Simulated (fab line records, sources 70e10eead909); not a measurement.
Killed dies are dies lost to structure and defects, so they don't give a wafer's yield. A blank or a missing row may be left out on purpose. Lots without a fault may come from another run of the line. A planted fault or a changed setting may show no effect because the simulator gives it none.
Which tool did it? | flow nand_harc | 23 lots, 69 wafers sampled, at 6 steps of a route of 1302

WHAT THE GAUGES READ, wafer by wafer
The record holds no reading of a measuring or inspecting step that can be judged against a usual standard deviation.

WHICH TOOL RAN EACH LOT (tool, then ch and the chambers of the sampled wafers, then the start)
lot  | NHARC_A_STAIRCASE_STRIP_295                   | NHARC_A_STAIRCASE_HM_OPEN_463                 | NHARC_A_STAIRCASE_ETCH_315                    | NHARC_A_STAIRCASE_DEP_325       | NHARC_A_STAIRCASE_ETCHBACK_422     | NHARC_A_STAIRCASE_STRIP_475
L074 | rie_diel-12 ch 0,1, day 18 14:28 or earlier   | rie_diel-11 ch 1,2, day 18 14:28 or earlier   | rie_diel-11 ch 1,2,3, day 18 14:28 or earlier | pecvd-02 ch 1,2, day 18 14:28   | rie_diel-08 ch 0,2,3, day 19 05:56 | rie_diel-08 ch 0,1,2, no start
L075 | rie_diel-11 ch 0,1,3, day 18 23:32 or earlier | rie_diel-12 ch 0,2,3, day 18 23:32 or earlier | rie_diel-12 ch 0,1,3, day 18 23:32 or earlier | pecvd-04 ch 0,1,2, day 18 23:32 | rie_diel-11 ch 2,3, day 19 14:13   | rie_diel-12 ch 0,3, no start
L076 | rie_diel-12 ch 0,1,3, day 19 18:27 or earlier | rie_diel-12 ch 0,2,3, day 19 18:27 or earlier | rie_diel-12 ch 2,3, day 19 18:27 or earlier   | pecvd-02 ch 0,1,2, day 19 18:27 | rie_diel-12 ch 2,3, day 20 10:22   | rie_diel-08 ch 0,1, no start
L077 | rie_diel-08 ch 2,3, day 19 18:28 or earlier   | rie_diel-11 ch 1,2,3, day 19 18:28 or earlier | rie_diel-11 ch 0,2,3, day 19 18:28 or earlier | pecvd-03 ch 0,1, day 19 18:28   | rie_diel-12 ch 0,2,3, day 20 10:05 | rie_diel-08 ch 1,2, no start
L078 | rie_diel-08 ch 0,1,3, day 20 04:45 or earlier | rie_diel-08 ch 1,2,3, day 20 04:45 or earlier | rie_diel-08 ch 2,3, day 20 04:45 or earlier   | pecvd-02 ch 0,1, day 20 04:45   | rie_diel-08 ch 1,2,3, day 20 18:55 | rie_diel-12 ch 1,2,3, no start
L079 | rie_diel-08 ch 0,2, day 20 04:42 or earlier   | rie_diel-12 ch 1,2,3, day 20 04:42 or earlier | rie_diel-12 ch 1,2,3, day 20 04:42 or earlier | pecvd-03 ch 0,1, day 20 04:42   | rie_diel-12 ch 0,3, day 20 18:43   | rie_diel-08 ch 0,1,3, no start
L080 | rie_diel-08 ch 0,1,3, day 21 12:43 or earlier | rie_diel-08 ch 0,1,3, day 21 12:43 or earlier | rie_diel-08 ch 0,2,3, day 21 12:43 or earlier | pecvd-03 ch 0,2, day 21 12:43   | rie_diel-11 ch 1,2,3, day 22 05:26 | rie_diel-12 ch 0,2,3, no start
L081 | rie_diel-12 ch 0,1,3, day 21 12:37 or earlier | rie_diel-12 ch 0,1,3, day 21 12:37 or earlier | rie_diel-12 ch 0,2,3, day 21 12:37 or earlier | pecvd-04 ch 0,1,2, day 21 12:37 | rie_diel-11 ch 0,1,2, day 22 06:33 | rie_diel-11 ch 0,1,2, no start
L082 | rie_diel-11 ch 1,2, day 22 05:09 or earlier   | rie_diel-12 ch 0,1,3, day 22 05:09 or earlier | rie_diel-12 ch 1,3, day 22 05:09 or earlier   | pecvd-02 ch 0,1,2, day 22 05:09 | rie_diel-08 ch 0,2,3, day 22 20:35 | rie_diel-08 ch 0,2,3, day 22 21:11
L083 | rie_diel-11 ch 1,2,3, day 22 16:23 or earlier | rie_diel-08 ch 1,2,3, day 22 16:23 or earlier | rie_diel-08 ch 0,1,3, day 22 16:23 or earlier | pecvd-04 ch 1,2, day 22 16:23   | rie_diel-08 ch 0,1,2, day 23 06:01 | rie_diel-12 ch 0,2,3, no start
L084 | rie_diel-08 ch 0,2,3, day 23 00:11 or earlier | rie_diel-08 ch 1,2, day 23 00:11 or earlier   | rie_diel-08 ch 0,1, day 23 00:11 or earlier   | pecvd-03 ch 0,1,2, day 23 00:11 | rie_diel-12 ch 0,2,3, day 23 15:24 | rie_diel-08 ch 1,2,3, no start
L085 | rie_diel-12 ch 0,3, day 23 00:24 or earlier   | rie_diel-11 ch 0,2,3, day 23 00:24 or earlier | rie_diel-11 ch 0,1,3, day 23 00:24 or earlier | pecvd-04 ch 0,1,2, day 23 00:24 | rie_diel-12 ch 1,2,3, day 23 14:14 | rie_diel-11 ch 0,2,3, no start
L086 | rie_diel-12 ch 0,1,2, day 23 15:40 or earlier | rie_diel-11 ch 0,1, day 23 15:40 or earlier   | rie_diel-11 ch 1,2,3, day 23 15:40 or earlier | pecvd-02 ch 0,1,2, day 23 15:40 | rie_diel-11 ch 0,1,2, day 24 05:26 | rie_diel-08 ch 2,3, no start
L087 | rie_diel-08 ch 0,3, day 24 09:17 or earlier   | rie_diel-11 ch 0,2,3, day 24 09:17 or earlier | rie_diel-11 ch 0,1, day 24 09:17 or earlier   | pecvd-03 ch 0,1, day 24 09:17   | rie_diel-08 ch 1,2, day 24 23:04   | rie_diel-08 ch 0,2,3, no start
L088 | rie_diel-12 ch 0,1,2, day 24 19:33 or earlier | rie_diel-08 ch 0,1,2, day 24 19:33 or earlier | rie_diel-08 ch 1,2, day 24 19:33 or earlier   | pecvd-02 ch 0,1,2, day 24 19:33 | rie_diel-12 ch 0,1,2, day 25 12:10 | rie_diel-12 ch 2,3, no start
L090 | rie_diel-08 ch 0,1, day 24 19:33 or earlier   | rie_diel-11 ch 0,1,3, day 24 19:33 or earlier | rie_diel-11 ch 2,3, day 24 19:33 or earlier   | pecvd-03 ch 0,1,2, day 24 19:33 | rie_diel-08 ch 1,2,3, day 25 12:14 | rie_diel-08 ch 0,3, no start
L089 | rie_diel-12 ch 0,1, day 24 19:34 or earlier   | rie_diel-12 ch 0,1,2, day 24 19:34 or earlier | rie_diel-12 ch 0,1,3, day 24 19:34 or earlier | pecvd-04 ch 1,2, day 24 19:34   | rie_diel-12 ch 0,1, day 25 13:32   | rie_diel-12 ch 0,2,3, no start
L091 | rie_diel-08 ch 0,1,3, day 25 04:40 or earlier | rie_diel-12 ch 0,3, day 25 04:40 or earlier   | rie_diel-12 ch 1,3, day 25 04:40 or earlier   | pecvd-03 ch 0,1,2, day 25 04:40 | rie_diel-08 ch 0,1,3, day 25 19:28 | rie_diel-08 ch 1,2, no start
L092 | rie_diel-12 ch 0,1,3, day 26 01:17 or earlier | rie_diel-08 ch 2,3, day 26 01:17 or earlier   | rie_diel-08 ch 0,1,2, day 26 01:17 or earlier | pecvd-03 ch 0,1, day 26 01:17   | rie_diel-08 ch 1,2,3, day 26 14:43 | rie_diel-08 ch 0,2,3, no start
L094 | rie_diel-12 ch 0,1,3, day 26 12:32 or earlier | rie_diel-12 ch 1,2,3, day 26 12:32 or earlier | rie_diel-12 ch 1,2,3, day 26 12:32 or earlier | pecvd-03 ch 0,1,2, day 26 12:32 | rie_diel-11 ch 1,2,3, day 27 02:44 | rie_diel-11 ch 0,1,3, no start
L093 | rie_diel-11 ch 1,2,3, day 26 12:38 or earlier | rie_diel-08 ch 0,1,3, day 26 12:38 or earlier | rie_diel-08 ch 0,2,3, day 26 12:38 or earlier | pecvd-02 ch 0,2, day 26 12:38   | rie_diel-11 ch 1,2,3, day 27 03:05 | rie_diel-11 ch 0,1,3, no start
L095 | rie_diel-12 ch 0,1,3, day 27 06:13 or earlier | rie_diel-08 ch 0,1,2, day 27 06:13 or earlier | rie_diel-08 ch 0,1,2, day 27 06:13 or earlier | pecvd-04 ch 0,1,2, day 27 06:13 | rie_diel-12 ch 1,2,3, day 27 20:42 | rie_diel-11 ch 0,1,3, no start
L096 | rie_diel-11 ch 0,1,2, day 27 23:24 or earlier | rie_diel-08 ch 0,1,3, day 27 23:24 or earlier | rie_diel-08 ch 1,2, day 27 23:24 or earlier   | pecvd-02 ch 0,1,2, day 27 23:24 | rie_diel-11 ch 0,1,2, day 28 14:09 | rie_diel-11 ch 0,1,2, no start
- NHARC_A_STAIRCASE_STRIP_295: strips in O2.
- NHARC_A_STAIRCASE_HM_OPEN_463: chemistry O2/COS.
- NHARC_A_STAIRCASE_ETCH_315: etches the open film in C4F8/O2/Ar, target depth 2500 nm, time 607.1 s.
- NHARC_A_STAIRCASE_DEP_325: deposits SiO2, target thk 7200 nm.
- NHARC_A_STAIRCASE_ETCHBACK_422: etches the open film in CH3F/O2, target depth 40 nm, time 74.286 s.
- NHARC_A_STAIRCASE_STRIP_475: strips in O2, time 20 s.

WHAT THE TOOLS THEMSELVES READ (means of the sampled wafers that have a number; where no wafer has one, the mark that the record gives instead)
NHARC_A_STAIRCASE_STRIP_295. Usual: drypump_motor_current_A 5.8 A, standard deviation 0.47; oes_product_au 0.999 a.u., standard deviation 0.0073; rf_vpp_V 57.9 V, standard deviation 0.84; showerhead_plenum_p_Torr 3.52 Torr, standard deviation 0.18; throttle_valve_pct 17.037 %, standard deviation 0.0094.
lot  | tool        | drypump_motor_current_A (A) | oes_product_au (a.u.) | rf_vpp_V (V) | showerhead_plenum_p_Torr (Torr) | throttle_valve_pct (%) | flag
L074 | rie_diel-12 | 5.6                         | 0.995                 | 58.5         | 3.70                            | 17.039                 |
L075 | rie_diel-11 | 5.5                         | 1.010                 | 57.4         | 3.48                            | 17.030                 |
L076 | rie_diel-12 | 5.8                         | 0.993                 | 58.4         | 3.63                            | 17.033                 |
L077 | rie_diel-08 | 6.0                         | 0.996                 | 57.9         | 3.40                            | 17.041                 |
L078 | rie_diel-08 | 5.5                         | 0.996                 | 57.8         | 3.47                            | 17.043                 |
L079 | rie_diel-08 | 5.8                         | 1.002                 | 57.7         | 3.61                            | 17.041                 |
L080 | rie_diel-08 | 5.5                         | 1.002                 | 58.2         | 3.46                            | 17.031                 |
L081 | rie_diel-12 | 5.8                         | 0.990                 | 57.7         | 3.62                            | 17.029                 |
L082 | rie_diel-11 | 5.7                         | 1.004                 | 57.7         | 3.67                            | 17.040                 |
L083 | rie_diel-11 | 5.7                         | 1.001                 | 58.6         | 3.58                            | 17.037                 |
L084 | rie_diel-08 | 5.7                         | 0.997                 | 58.0         | 3.53                            | 17.040                 |
L085 | rie_diel-12 | 5.9                         | 1.001                 | 57.9         | 3.57                            | 17.057                 |
L086 | rie_diel-12 | 5.8                         | 0.997                 | 57.8         | 3.59                            | 17.028                 |
L087 | rie_diel-08 | 5.2                         | 1.007                 | 57.3         | 3.61                            | 17.041                 |
L088 | rie_diel-12 | 5.8                         | 0.999                 | 58.8         | 3.58                            | 17.033                 |
L090 | rie_diel-08 | 5.4                         | 1.001                 | 58.0         | 3.44                            | 17.034                 |
L089 | rie_diel-12 | 5.5                         | 0.983                 | 58.1         | 3.72                            | 17.038                 |
L091 | rie_diel-08 | 5.5                         | 1.010                 | 57.4         | 3.45                            | 17.042                 |
L092 | rie_diel-12 | 5.8                         | 0.998                 | 58.7         | 3.61                            | 17.041                 |
L094 | rie_diel-12 | 5.8                         | 0.998                 | 57.4         | 3.60                            | 17.037                 |
L093 | rie_diel-11 | 5.7                         | 1.004                 | 57.5         | 3.56                            | 17.041                 |
L095 | rie_diel-12 | 5.8                         | 0.998                 | 58.4         | 3.60                            | 17.036                 |
L096 | rie_diel-11 | 5.8                         | 1.002                 | 57.2         | 3.60                            | 17.035                 |

NHARC_A_STAIRCASE_HM_OPEN_463. Usual: drypump_motor_current_A 5.8 A, standard deviation 0.46; oes_product_au 0.999 a.u., standard deviation 0.0067; rf_vpp_V 467 V, standard deviation 3.6; showerhead_plenum_p_Torr 3.12 Torr, standard deviation 0.16; throttle_valve_pct 28.330 %, standard deviation 0.0097.
lot  | tool        | drypump_motor_current_A (A) | oes_product_au (a.u.) | rf_vpp_V (V) | showerhead_plenum_p_Torr (Torr) | throttle_valve_pct (%) | flag
L074 | rie_diel-11 | 6.1                         | 0.994                 | 465          | 3.00                            | 28.327                 |
L075 | rie_diel-12 | 6.1                         | 0.999                 | 466          | 3.09                            | 28.334                 |
L076 | rie_diel-12 | 6.1                         | 0.997                 | 467          | 3.09                            | 28.327                 |
L077 | rie_diel-11 | 5.7                         | 0.997                 | 465          | 3.02                            | 28.323                 |
L078 | rie_diel-08 | 6.0                         | 0.991                 | 464          | 3.00                            | 28.329                 |
L079 | rie_diel-12 | 6.0                         | 0.991                 | 467          | 3.13                            | 28.337                 |
L080 | rie_diel-08 | 5.5                         | 1.006                 | 465          | 3.06                            | 28.331                 |
L081 | rie_diel-12 | 5.8                         | 0.997                 | 469          | 3.21                            | 28.343                 |
L082 | rie_diel-12 | 5.8                         | 1.001                 | 469          | 3.20                            | 28.330                 |
L083 | rie_diel-08 | 6.0                         | 0.998                 | 464          | 2.99                            | 28.330                 |
L084 | rie_diel-08 | 6.1                         | 1.002                 | 465          | 3.04                            | 28.322                 |
L085 | rie_diel-11 | 5.7                         | 0.999                 | 467          | 3.12                            | 28.333                 |
L086 | rie_diel-11 | 5.5                         | 1.008                 | 467          | 3.10                            | 28.329                 |
L087 | rie_diel-11 | 5.8                         | 0.998                 | 467          | 3.11                            | 28.335                 |
L088 | rie_diel-08 | 5.6                         | 1.007                 | 466          | 3.11                            | 28.328                 |
L090 | rie_diel-11 | 5.4                         | 0.999                 | 466          | 3.06                            | 28.328                 |
L089 | rie_diel-12 | 5.8                         | 0.996                 | 469          | 3.16                            | 28.332                 |
L091 | rie_diel-12 | 5.9                         | 1.002                 | 468          | 3.15                            | 28.334                 |
L092 | rie_diel-08 | 6.2                         | 0.991                 | 465          | 3.04                            | 28.326                 |
L094 | rie_diel-12 | 6.0                         | 1.001                 | 467          | 3.10                            | 28.335                 |
L093 | rie_diel-08 | 5.5                         | 1.000                 | 469          | 3.20                            | 28.334                 |
L095 | rie_diel-08 | 5.6                         | 1.002                 | 471          | 3.26                            | 28.316                 |
L096 | rie_diel-08 | 5.5                         | 0.997                 | 469          | 3.20                            | 28.334                 |

NHARC_A_STAIRCASE_ETCH_315. Usual: oes_product_au 0.931 a.u., standard deviation 0.009; rf_vpp_V 1826 V, standard deviation 13.
lot  | tool        | oes_product_au (a.u.) | rf_vpp_V (V) | flag
L074 | rie_diel-11 | 0.935                 | 1818         |
L075 | rie_diel-12 | 0.931                 | 1834         |
L076 | rie_diel-12 | 0.921                 | 1817         |
L077 | rie_diel-11 | 0.921                 | 1814         |
L078 | rie_diel-08 | 0.926                 | 1822         |
L079 | rie_diel-12 | 0.927                 | 1827         |
L080 | rie_diel-08 | 0.928                 | 1827         |
L081 | rie_diel-12 | 0.938                 | 1823         |
L082 | rie_diel-12 | 0.941                 | 1829         |
L083 | rie_diel-08 | 0.944                 | 1822         |
L084 | rie_diel-08 | 0.941                 | 1831         |
L085 | rie_diel-11 | 0.937                 | 1823         |
L086 | rie_diel-11 | 0.929                 | 1830         |
L087 | rie_diel-11 | 0.934                 | 1826         |
L088 | rie_diel-08 | 0.928                 | 1819         |
L090 | rie_diel-11 | 0.926                 | 1822         |
L089 | rie_diel-12 | 0.929                 | 1832         |
L091 | rie_diel-12 | 0.924                 | 1828         |
L092 | rie_diel-08 | 0.940                 | 1837         |
L094 | rie_diel-12 | 0.922                 | 1825         |
L093 | rie_diel-08 | 0.924                 | 1826         |
L095 | rie_diel-08 | 0.927                 | 1838         |
L096 | rie_diel-08 | 0.929                 | 1839         |

NHARC_A_STAIRCASE_DEP_325. Usual: heater_power_outer_w 365 W, standard deviation 57; heater_power_w 628 W, standard deviation 90.
lot  | tool     | heater_power_outer_w (W) | heater_power_w (W) | flag
L074 | pecvd-02 | 383                      | 668                |
L075 | pecvd-04 | 324                      | 566                |
L076 | pecvd-02 | 418                      | 719                |
L077 | pecvd-03 | 339                      | 556                |
L078 | pecvd-02 | 375                      | 643                |
L079 | pecvd-03 | 372                      | 614                |
L080 | pecvd-03 | 409                      | 663                |
L081 | pecvd-04 | 373                      | 617                |
L082 | pecvd-02 | 392                      | 690                |
L083 | pecvd-04 | 325                      | 569                |
L084 | pecvd-03 | 376                      | 646                |
L085 | pecvd-04 | 337                      | 571                |
L086 | pecvd-02 | 362                      | 641                |
L087 | pecvd-03 | 368                      | 590                |
L088 | pecvd-02 | 408                      | 699                |
L090 | pecvd-03 | 368                      | 634                |
L089 | pecvd-04 | 352                      | 621                |
L091 | pecvd-03 | 337                      | 593                |
L092 | pecvd-03 | 377                      | 601                |
L094 | pecvd-03 | 406                      | 689                |
L093 | pecvd-02 | 404                      | 747                |
L095 | pecvd-04 | 389                      | 635                |
L096 | pecvd-02 | 402                      | 689                |

NHARC_A_STAIRCASE_ETCHBACK_422. Usual: drypump_motor_current_A 5.8 A, standard deviation 0.47; oes_product_au 0.98 a.u., standard deviation 0.034; rf_vpp_V 244.5 V, standard deviation 2; showerhead_plenum_p_Torr 2.47 Torr, standard deviation 0.13; throttle_valve_pct 20.663 %, standard deviation 0.0092.
lot  | tool        | drypump_motor_current_A (A) | oes_product_au (a.u.) | rf_vpp_V (V) | showerhead_plenum_p_Torr (Torr) | throttle_valve_pct (%) | flag
L074 | rie_diel-08 | 5.7                         | 1.00                  | 244.4        | 2.47                            | 20.663                 |
L075 | rie_diel-11 | 6.1                         | 1.00                  | 245.5        | 2.55                            | 20.662                 |
L076 | rie_diel-12 | 6.3                         | 1.00                  | 243.2        | 2.35                            | 20.664                 |
L077 | rie_diel-12 | 6.1                         | 0.99                  | 243.0        | 2.42                            | 20.662                 |
L078 | rie_diel-08 | 6.0                         | 0.92                  | 243.7        | 2.35                            | 20.665                 |
L079 | rie_diel-12 | 5.9                         | 1.00                  | 244.4        | 2.49                            | 20.663                 |
L080 | rie_diel-11 | 5.7                         | 1.01                  | 244.8        | 2.49                            | 20.659                 |
L081 | rie_diel-11 | 5.8                         | 0.93                  | 244.5        | 2.53                            | 20.674                 |
L082 | rie_diel-08 | 5.7                         | 1.00                  | 244.8        | 2.46                            | 20.669                 |
L083 | rie_diel-08 | 5.6                         | 0.93                  | 244.1        | 2.45                            | 20.663                 |
L084 | rie_diel-12 | 6.1                         | 0.92                  | 243.5        | 2.41                            | 20.670                 |
L085 | rie_diel-12 | 6.0                         | 1.00                  | 243.3        | 2.45                            | 20.656                 |
L086 | rie_diel-11 | 5.8                         | 0.93                  | 244.9        | 2.52                            | 20.665                 |
L087 | rie_diel-08 | 6.1                         | 1.00                  | 246.1        | 2.51                            | 20.671                 |
L088 | rie_diel-12 | 5.8                         | 0.92                  | 244.9        | 2.49                            | 20.654                 |
L090 | rie_diel-08 | 5.9                         | 1.00                  | 244.4        | 2.46                            | 20.659                 |
L089 | rie_diel-12 | 5.5                         | 0.98                  | 246.6        | 2.59                            | 20.659                 |
L091 | rie_diel-08 | 5.5                         | 1.00                  | 245.1        | 2.52                            | 20.663                 |
L092 | rie_diel-08 | 5.9                         | 0.93                  | 245.0        | 2.46                            | 20.669                 |
L094 | rie_diel-11 | 5.7                         | 0.99                  | 244.2        | 2.47                            | 20.666                 |
L093 | rie_diel-11 | 5.7                         | 1.00                  | 244.3        | 2.47                            | 20.667                 |
L095 | rie_diel-12 | 6.0                         | 0.99                  | 244.4        | 2.43                            | 20.665                 |
L096 | rie_diel-11 | 5.8                         | 1.00                  | 245.1        | 2.50                            | 20.666                 |

NHARC_A_STAIRCASE_STRIP_475. Usual: drypump_motor_current_A 5.8 A, standard deviation 0.47; oes_product_au 1.000 a.u., standard deviation 0.0078; rf_vpp_V 57.7 V, standard deviation 0.97; showerhead_plenum_p_Torr 3.52 Torr, standard deviation 0.18; throttle_valve_pct 17.035 %, standard deviation 0.0093.
lot  | tool        | drypump_motor_current_A (A) | oes_product_au (a.u.) | rf_vpp_V (V) | showerhead_plenum_p_Torr (Torr) | throttle_valve_pct (%) | flag
L074 | rie_diel-08 | 5.6                         | 0.992                 | 58.3         | 3.53                            | 17.032                 |
L075 | rie_diel-12 | 5.9                         | 0.996                 | 58.5         | 3.58                            | 17.036                 |
L076 | rie_diel-08 | 5.2                         | 0.995                 | 57.6         | 3.60                            | 17.035                 |
L077 | rie_diel-08 | 6.1                         | 1.003                 | 57.7         | 3.44                            | 17.037                 |
L078 | rie_diel-12 | 6.0                         | 1.001                 | 57.5         | 3.52                            | 17.040                 |
L079 | rie_diel-08 | 5.5                         | 0.995                 | 57.6         | 3.46                            | 17.051                 |
L080 | rie_diel-12 | 6.1                         | 1.001                 | 56.9         | 3.48                            | 17.038                 |
L081 | rie_diel-11 | 5.8                         | 1.003                 | 58.6         | 3.62                            | 17.034                 |
L082 | rie_diel-08 | 5.7                         | 1.005                 | 58.1         | 3.52                            | 17.040                 |
L083 | rie_diel-12 | 6.1                         | 0.993                 | 57.3         | 3.47                            | 17.027                 |
L084 | rie_diel-08 | 6.0                         | 1.004                 | 57.7         | 3.37                            | 17.029                 |
L085 | rie_diel-11 | 5.8                         | 1.000                 | 57.2         | 3.52                            | 17.044                 |
L086 | rie_diel-08 | 6.2                         | 0.995                 | 58.1         | 3.44                            | 17.034                 |
L087 | rie_diel-08 | 5.7                         | 0.993                 | 57.5         | 3.52                            | 17.037                 |
L088 | rie_diel-12 | 6.3                         | 1.007                 | 58.1         | 3.36                            | 17.028                 |
L090 | rie_diel-08 | 5.6                         | 1.004                 | 57.8         | 3.45                            | 17.034                 |
L089 | rie_diel-12 | 6.1                         | 0.991                 | 58.3         | 3.46                            | 17.038                 |
L091 | rie_diel-08 | 6.1                         | 0.987                 | 57.7         | 3.59                            | 17.037                 |
L092 | rie_diel-08 | 5.7                         | 1.005                 | 58.1         | 3.51                            | 17.026                 |
L094 | rie_diel-11 | 5.4                         | 1.012                 | 58.0         | 3.44                            | 17.039                 |
L093 | rie_diel-11 | 5.4                         | 1.005                 | 57.0         | 3.44                            | 17.042                 |
L095 | rie_diel-11 | 5.4                         | 1.000                 | 56.9         | 3.44                            | 17.034                 |
L096 | rie_diel-11 | 5.8                         | 1.004                 | 57.2         | 3.59                            | 17.039                 |

THE ANSWER, worked out from the rows above alone
Rule: a lot is off if the mean of its wafers that have a number lies more than 3 standard deviations from the usual mean. A lot without any number at a reading at which 4 lots or more have one is off too. The other lots that the step has rows for count as sound. The gauges are gone through in route order, then the tools' own readings, and for those a lot's mean is taken as printed above. The first step at which some lot is off is used, and at that step the reading that is off furthest; a lot without a number counts as furthest.
No lot is off at any reading shown: from this, nothing can be told.

WHAT THE SIMULATOR HAD PUT IN
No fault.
